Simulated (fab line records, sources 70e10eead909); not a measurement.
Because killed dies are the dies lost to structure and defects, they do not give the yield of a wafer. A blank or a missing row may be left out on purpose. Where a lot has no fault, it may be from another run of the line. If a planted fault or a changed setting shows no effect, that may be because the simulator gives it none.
A lot that was struck, set against a sound lot || flow nand-harc || 15 steps out of a route of 1302
Sound: the wafers L314.3, L314.4, L314.5. Wafers struck: L310.1, L310.3, L310.6. The cause is given at the end.
Per side, at each step with rows, come the tool, then ch with its chambers, and then its first start. Under that, the readings that differ: sound wafers || struck wafers || difference of the means || sigmas: that difference in standard deviations of wafers without a fault.
alike: readings with means less than 2 such deviations apart, plus words and numbers identical on both sides. not compared: withheld readings, readings lacking a value on some wafer, bounds such as >300 that could conceal the same value, and numbers that have no deviation in the record and whose values overlap.
The two part at a step that has a row with sigmas, a row that says differs or no value, or rows on one side only. Non-overlapping numbers with no deviation appear without sigmas and do not part them. Lack of a reading on every wafer of one side parts them only where that side has two or more wafers.

first, 4 steps without rows for these wafers: NHARC_P_CONTACT_EBR_08; NHARC_P_CONTACT_EXPOSE_09 (exposes mask P CA, target cd 90 nm); NHARC_P_CONTACT_PEB_10 (peb time 65 s); NHARC_P_CONTACT_DEVELOP_11 (develop time 35 s).
NHARC_P_CONTACT_CD_MEAS_12: target cd 90 nm.
  sound on cd-sem-03 ch 0, day 10 16:19; struck on cd-sem-02 ch 0, day 9 13:11
  alike: cd-nm
NHARC_P_CONTACT_OVL_MEAS_13:
  sound: overlay-01 at day 10 16:25; struck: overlay-01 at day 9 13:16
  alike: overlay-x-nm, overlay-y-nm
NHARC_P_CONTACT_INSPECT_14:
  sound: defect-inspect-02 at day 10 16:27; struck: defect-inspect-01 at day 9 13:18
  alike: raw-defect-count
NHARC_P_CONTACT_DESCUM_17: chemistry O2, time 3 s.
  sound on rie-diel-06 ch 0,2,3, day 10 16:31; struck on rie-diel-02 ch 1,2, day 9 13:22
{"reading": "rf-vpp-V (V)", "sound": "56.1 57.7 57.3", "struck": "57.6 58.4 60.9", "difference": "+1.9", "sigmas": "+2"}
  alike: chamber-pressure-mTorr, drypump-motor-current-A, oes-product-au, showerhead-plenum-p-Torr, throttle-valve-pct
  not compared: rf-hours-counter-h
NHARC_P_CONTACT_ETCH_35: etches the open film in CF4, target depth 39 nm, time 65 s.
  sound on rie-diel-06 ch 1,2,3, day 10 16:35; struck on rie-diel-02 ch 0,1, day 9 13:27
  alike: chamber-pressure-mTorr, drypump-motor-current-A, oes-product-au, rf-vpp-V, run-length-s, showerhead-plenum-p-Torr, throttle-valve-pct
  not compared: rf-hours-counter-h
NHARC_P_CONTACT_ETCH_36: etches the open film in N2/H2, target depth 260 nm, time 406.25 s.
  sound on rie-diel-06 ch 0,1; struck on rie-diel-02 ch 0,3
  alike: chamber-pressure-mTorr, drypump-motor-current-A, oes-product-au, rf-vpp-V, run-length-s, showerhead-plenum-p-Torr, throttle-valve-pct
  not compared: rf-hours-counter-h
NHARC_P_CONTACT_ETCH_18: etches the open film in C4F8/O2/Ar, target depth 481 nm, time 240.5 s.
  sound on rie-diel-06 ch 0,1; struck on rie-diel-02 ch 0,2
  alike: chamber-pressure-mTorr, oes-product-au, rf-vpp-V, run-length-s
  not compared: rf-hours-counter-h
then, 1 step without rows for these wafers: NHARC_P_CONTACT_STRIP_37 (strips in C4F8/O2/Ar).
NHARC_P_CONTACT_ETCH_31: etches the open film in CH3F/O2, target depth 30 nm, time 85.7 s.
  sound on rie-diel-06 ch 1,2,3, day 10 17:16; struck on rie-diel-02 ch 1,3, day 9 14:06
{"reading": "run-length-s (s)", "sound": "107.4 107.0 106.9", "struck": "62.9 62.0 62.7", "difference": -44.6, "sigmas": -87}
  alike: chamber-pressure-mTorr, drypump-motor-current-A, oes-product-au, rf-vpp-V, showerhead-plenum-p-Torr, throttle-valve-pct
  not compared: rf-hours-counter-h
NHARC_P_CONTACT_CD_MEAS_19:
  sound: cd-sem-02 at day 10 17:23; struck: cd-sem-01 at day 9 14:14
  alike: cd-nm
-- record jumps: 19 days between struck wafers' starts before vs after; left off in module P_CONTACT, resumes in module END, first step shown is number 1302 of the route --
NHARC_END_SORT_01:
  sound on prober-02 ch 0, day 29 08:41; struck on prober-02 ch 0, day 28 03:11
{"reading": "killed-at-array", "sound": "27 31 22", "struck": 76, "difference": "+49", "sigmas": "+3"}
{"reading": "killed-dies", "sound": "31 37 28", "struck": 83, "difference": "+51", "sigmas": "+3"}
{"reading": "killed-short", "sound": "2 3 1", "struck": 7, "difference": "+5", "sigmas": "+3"}
  alike: killed-at-other, killed-at-periphery, killed-open

## WHERE THEY PART
Earliest at NHARC_P_CONTACT_DESCUM_17; latest, in this record, at NHARC_END_SORT_01.

WHY: what had been put in by the simulator
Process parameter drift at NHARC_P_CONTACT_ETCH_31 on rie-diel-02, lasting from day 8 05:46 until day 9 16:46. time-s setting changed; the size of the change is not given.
